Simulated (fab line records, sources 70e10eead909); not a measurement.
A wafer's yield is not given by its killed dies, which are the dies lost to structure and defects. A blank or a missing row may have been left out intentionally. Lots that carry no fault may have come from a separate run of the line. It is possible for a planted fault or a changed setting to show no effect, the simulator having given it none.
The tool behind it: which one? | flow nand-harc | 39 wafers from 13 lots sampled at 4 of the route's 1302 steps

## WHAT THE GAUGES READ, wafer by wafer
The record lacks any reading of a measuring or inspecting step that a usual standard deviation could be used to judge.

## EACH LOT AND THE TOOL THAT RAN IT (in order: tool; ch and the chambers of the sampled wafers; start)
lot  | NHARC_A_BONDPAD_DESCUM_11          | NHARC_A_BONDPAD_ETCH_24            | NHARC_A_BONDPAD_DEGAS_25     | NHARC_A_BONDPAD_PVD_17
L236 | rie-diel-05 ch 0,2,3, day 23 10:53 | rie-diel-04 ch 1,3, day 23 11:28   | pvd-sputter-01, day 23 11:53 | pvd-sputter-01, no start
L235 | rie-diel-05 ch 0,3, day 23 15:26   | rie-diel-04 ch 1,2, day 23 15:59   | pvd-sputter-01, day 23 16:23 | pvd-sputter-01, no start
L237 | rie-diel-12 ch 0,2,3, day 23 23:12 | rie-diel-05 ch 0,1,3, day 23 23:45 | pvd-sputter-01, day 24 00:09 | pvd-sputter-01, no start
L238 | rie-diel-12 ch 0,1,3, day 24 01:20 | rie-diel-05 ch 0,1,3, day 24 01:52 | pvd-sputter-03, day 24 02:16 | pvd-sputter-03, no start
L239 | rie-diel-12 ch 2,3, day 25 07:22   | rie-diel-12 ch 1,3, day 25 07:58   | pvd-sputter-03, day 25 08:23 | pvd-sputter-03, no start
L241 | rie-diel-05 ch 1,2,3, day 25 23:29 | rie-diel-05 ch 0,1,3, day 26 00:01 | pvd-sputter-03, day 26 00:25 | pvd-sputter-03, no start
L240 | rie-diel-12 ch 0,1,3, day 26 02:06 | rie-diel-12 ch 0,3, day 26 02:37   | pvd-sputter-01, day 26 03:01 | pvd-sputter-01, no start
L247 | rie-diel-05 ch 0,1,2, day 27 06:01 | rie-diel-05 ch 1,3, day 27 06:33   | pvd-sputter-01, day 27 06:57 | pvd-sputter-01, no start
L244 | rie-diel-05 ch 0,2,3, day 27 12:08 | rie-diel-12 ch 1,2,3, day 27 12:41 | pvd-sputter-03, day 27 13:04 | pvd-sputter-03, no start
L253 | rie-diel-05 ch 1,2,3, day 30 20:30 | rie-diel-12 ch 0,1,3, day 30 21:02 | pvd-sputter-01, day 30 21:26 | pvd-sputter-01, no start
L256 | rie-diel-05 ch 1,3, day 31 11:43   | rie-diel-05 ch 1,2,3, day 31 12:14 | pvd-sputter-02, day 31 12:39 | pvd-sputter-02, no start
L257 | rie-diel-05 ch 2,3, day 32 07:02   | rie-diel-05 ch 0,1,2, day 32 07:35 | pvd-sputter-02, day 32 07:59 | pvd-sputter-02, no start
L258 | rie-diel-12 ch 0,2,3, day 32 23:55 | rie-diel-04 ch 1,3, day 33 00:27   | pvd-sputter-01, day 33 00:51 | pvd-sputter-01, no start
- NHARC_A_BONDPAD_DESCUM_11: chemistry O2, time 3 s.
- NHARC_A_BONDPAD_ETCH_24: etches the open film in CF4/N2, target depth 30 nm, time 72.99 s.
- NHARC_A_BONDPAD_DEGAS_25: time 60 s.
- NHARC_A_BONDPAD_PVD_17: deposits TaN, target thk 5 nm, time 8.06 s.

## WHAT THE TOOLS THEMSELVES READ (means of the sampled wafers that have a number; where no wafer has one, the mark that the record gives instead)
NHARC_A_BONDPAD_DESCUM_11.
lot  | tool        | drypump-motor-current-A (A) | o2-flow-sccm (sccm) | oes-product-au (a.u.) | rf-vpp-V (V) | showerhead-plenum-p-Torr (Torr) | throttle-valve-pct (%)
L236 | rie-diel-05 | 6.1                         | 200.1               | 1.002                 | 57.5         | 1.87                            | 11.312
L235 | rie-diel-05 | 5.8                         | 199.2               | 1.007                 | 57.3         | 1.85                            | 11.310
L237 | rie-diel-12 | 6.0                         | 199.8               | 1.000                 | 57.2         | 1.92                            | 11.308
L238 | rie-diel-12 | 6.1                         | 199.9               | 1.004                 | 58.3         | 1.96                            | 11.308
L239 | rie-diel-12 | 5.9                         | 199.5               | 1.005                 | 57.1         | 1.92                            | 11.318
L241 | rie-diel-05 | 5.8                         | 200.0               | 1.006                 | 57.8         | 1.87                            | 11.309
L240 | rie-diel-12 | 6.1                         | 200.3               | 1.000                 | 58.5         | 1.96                            | 11.312
L247 | rie-diel-05 | 6.3                         | 200.0               | 0.998                 | 57.8         | 1.90                            | 11.309
L244 | rie-diel-05 | 6.1                         | 199.4               | 1.003                 | 58.6         | 1.87                            | 11.311
L253 | rie-diel-05 | 5.8                         | 199.9               | 0.996                 | 56.9         | 1.87                            | 11.300
L256 | rie-diel-05 | 5.6                         | 200.2               | 0.996                 | 57.3         | 1.84                            | 11.318
L257 | rie-diel-05 | 5.8                         | 200.6               | 1.004                 | 57.8         | 1.87                            | 11.308
L258 | rie-diel-12 | 6.1                         | 200.3               | 0.991                 | 58.1         | 1.91                            | 11.308

NHARC_A_BONDPAD_ETCH_24.
lot  | tool        | cf4-flow-sccm (sccm) | drypump-motor-current-A (A) | oes-product-au (a.u.) | rf-vpp-V (V) | showerhead-plenum-p-Torr (Torr) | throttle-valve-pct (%)
L236 | rie-diel-04 | 50.07                | 5.2                         | 1.003                 | 312.0        | 2.54                            | 19.803
L235 | rie-diel-04 | 49.97                | 5.3                         | 1.002                 | 311.9        | 2.50                            | 19.793
L237 | rie-diel-05 | 49.98                | 6.1                         | 1.003                 | 313.1        | 2.57                            | 19.798
L238 | rie-diel-05 | 49.89                | 6.1                         | 1.004                 | 313.6        | 2.57                            | 19.789
L239 | rie-diel-12 | 50.03                | 6.3                         | 0.999                 | 315.9        | 2.71                            | 19.795
L241 | rie-diel-05 | 49.96                | 6.0                         | 0.994                 | 313.4        | 2.57                            | 19.789
L240 | rie-diel-12 | 50.00                | 6.2                         | 0.999                 | 315.1        | 2.64                            | 19.786
L247 | rie-diel-05 | 50.00                | 5.6                         | 0.999                 | 312.7        | 2.53                            | 19.796
L244 | rie-diel-12 | 49.97                | 5.9                         | 0.999                 | 315.3        | 2.68                            | 19.788
L253 | rie-diel-12 | 49.92                | 6.1                         | 0.940                 | 315.0        | 2.67                            | 19.795
L256 | rie-diel-05 | 49.84                | 5.8                         | 1.002                 | 313.4        | 2.57                            | 19.800
L257 | rie-diel-05 | 50.14                | 6.3                         | 1.002                 | 314.1        | 2.60                            | 19.795
L258 | rie-diel-04 | 49.95                | 5.2                         | 0.998                 | 312.3        | 2.52                            | 19.804

NHARC_A_BONDPAD_DEGAS_25.
lot  | tool           | heater-power-w (W)
L236 | pvd-sputter-01 | 488
L235 | pvd-sputter-01 | 504
L237 | pvd-sputter-01 | 493
L238 | pvd-sputter-03 | 449
L239 | pvd-sputter-03 | 472
L241 | pvd-sputter-03 | 467
L240 | pvd-sputter-01 | 493
L247 | pvd-sputter-01 | 517
L244 | pvd-sputter-03 | 465
L253 | pvd-sputter-01 | 512
L256 | pvd-sputter-02 | 465
L257 | pvd-sputter-02 | 451
L258 | pvd-sputter-01 | 522

NHARC_A_BONDPAD_PVD_17.
lot  | tool           | bias-v (V) | throttle-valve-pct (%)
L236 | pvd-sputter-01 | 169.9      | 30.2
L235 | pvd-sputter-01 | 168.3      | 30.8
L237 | pvd-sputter-01 | 168.3      | 30.4
L238 | pvd-sputter-03 | 167.7      | 29.4
L239 | pvd-sputter-03 | 168.6      | 29.3
L241 | pvd-sputter-03 | 171.0      | 29.1
L240 | pvd-sputter-01 | 166.5      | 29.9
L247 | pvd-sputter-01 | 168.8      | 29.6
L244 | pvd-sputter-03 | 167.2      | 29.3
L253 | pvd-sputter-01 | 169.9      | 30.7
L256 | pvd-sputter-02 | 168.1      | 30.3
L257 | pvd-sputter-02 | 169.3      | 30.6
L258 | pvd-sputter-01 | 168.9      | 29.9

## THE ANSWER, worked out from the rows above alone
Rule: the lots themselves supply what counts as usual. The widest of any qualifying gaps counts: lots, ordered by their means at a reading, are off when they make up no more than a third of the lots, leave a main group of 4 or more, and stand apart from it by 3 or more times the standard deviation of that group's means. The tables above print the reading to a certain number of digits; a main group whose means all agree to those digits is not used. A lot without any number at a reading at which 4 lots or more have one is off too. Where the step has rows for the other lots, those lots are counted as sound. The gauges are gone through in route order, then the tools' own readings, and for those a lot's mean is taken as printed above. At the first step where some lot is off, the reading lying furthest off is the one used; lots without a number count as furthest.
Off: L253, at NHARC_A_BONDPAD_ETCH_24 (oes-product-au). Main group: mean 1.000 a.u., sd 0.0027.
If a tool, at that step or one of the process steps before it, ran each lot that is off and ran no sound lot following the first of them, it fits. One fits: rie-diel-12 at NHARC_A_BONDPAD_ETCH_24. Its last sound lot is L244 (day 27 12:41), its first lot that is off L253 (day 30 21:02): a fault that began between those two fits.
On the lots that are off, the tool's own readings at NHARC_A_BONDPAD_ETCH_24 differ by more than 5 times the standard deviation of the sound lots' means, which bears it out; oes-product-au reads 0.940 a.u. there versus 1.000 a.u. on the sound lots.

## WHAT THE SIMULATOR PUT IN
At NHARC_A_BONDPAD_ETCH_24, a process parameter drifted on rie-diel-12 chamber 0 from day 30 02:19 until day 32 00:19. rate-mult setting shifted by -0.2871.
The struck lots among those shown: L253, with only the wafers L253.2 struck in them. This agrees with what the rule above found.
